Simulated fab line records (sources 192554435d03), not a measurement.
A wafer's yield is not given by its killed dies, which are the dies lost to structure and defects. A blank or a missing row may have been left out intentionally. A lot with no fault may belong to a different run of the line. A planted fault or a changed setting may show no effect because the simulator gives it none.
Matching of chambers ; flow n5 finfet ; N5_HKMG_FIN_STRIP_93 on rie diel-02: 4 sister chambers
The step strips SOC in N2/H2, time 20 s. 4 wafers are shown with their chamber, then 9 later ones without.

== EACH WAFER AND ITS CHAMBER ==
wafer;chamber;showerhead plenum p Torr (Torr)
L081.6;3;3.48
L085.1;0;3.34
L085.2;2;3.20
L085.6;1;3.24

== WAFERS WITH NO CHAMBER GIVEN ==
wafer;showerhead plenum p Torr (Torr)
L087.3;3.20
L087.5;3.33
L087.6;3.24
L092.2;3.19
L092.5;3.33
L092.6;3.24
L094.1;3.23
L094.5;3.23
L094.6;3.19

== WHICH CHAMBER EACH WENT THROUGH ==
wafer;from the rows above;in truth
L087.3;2;2
L087.5;0;0
L087.6;1;1
L092.2;2;2
L092.5;0;0
L092.6;1;1
L094.1;1;1
L094.5;1;1
L094.6;2;2
9 of 9 placed correctly. Not placeable from these rows: 0. Number placed wrongly: 0.
How it was worked out, from the rows above alone: a wafer's distance from a chamber is the root of the sum, over the readings, of the square of ((its reading less the chamber's mean) divided by the reading's scatter). If the next closest chamber is less than 2 further off than the closest, the wafer can't be placed; otherwise it belongs to the closest. For every chamber, the mean is computed from those of its wafers that are shown. The scatter (one wafer shown for each chamber): square how far every hidden wafer sits from the nearest shown wafer, average those squares and take the square root.
